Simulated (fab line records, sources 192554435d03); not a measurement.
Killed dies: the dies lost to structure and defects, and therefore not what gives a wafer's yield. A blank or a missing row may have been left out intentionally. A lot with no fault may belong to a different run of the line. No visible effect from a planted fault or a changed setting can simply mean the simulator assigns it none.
Chamber matching    flow n5 finfet    N5_BEOL_M7_ETCH_62 on rie diel-06 has 4 sister chambers
The step etches SOC in N2/H2, target depth 110 nm, overetch 22 nm, time 165 s. 8 wafers are shown with their chamber, then 11 later ones without.

## WAFERS WITH THEIR CHAMBER
wafer   chamber  drypump motor current A (A)  showerhead plenum p Torr (Torr)
L083.1  1        5.3                          2.45
L083.6  3        5.8                          2.45
L085.3  0        6.2                          2.51
L085.5  2        6.6                          2.49
L086.1  0        6.2                          2.51
L086.4  1        5.2                          2.45
L086.5  2        6.6                          2.49
L087.4  3        5.9                          2.44

## WAFERS WITHOUT THEIR CHAMBER
wafer   drypump motor current A (A)  showerhead plenum p Torr (Torr)
L087.5  5.9                          2.44
L087.6  6.6                          2.49
L092.2  6.2                          2.51
L092.4  6.6                          2.49
L092.5  5.8                          2.44
L094.2  6.2                          2.51
L094.4  5.9                          2.44
L094.5  6.6                          2.48
L097.1  6.2                          2.50
L097.2  6.6                          2.48
L097.5  5.2                          2.44

## WHICH CHAMBER EACH ONE RAN IN
wafer   from the rows above  in truth
L087.5  3                    3
L087.6  2                    2
L092.2  0                    0
L092.4  2                    2
L092.5  3                    3
L094.2  0                    0
L094.4  3                    3
L094.5  2                    2
L097.1  0                    0
L097.2  2                    2
L097.5  1                    1
Correct placement for 11 of the 11. Not placeable from these rows: 0. Number placed wrongly: 0.
How it was worked out, from the rows above alone: a wafer's distance from a chamber is the root of the sum, over the readings, of the square of ((its reading less the chamber's mean) divided by the reading's scatter). The wafer belongs to the nearest chamber; if the next one is less than 2 further off, it can't be placed. A chamber's mean is the mean of its shown wafers. The scatter: the root of (the sum of the squares of (reading less its chamber's mean) over the shown wafers, divided by (wafers less chambers)).
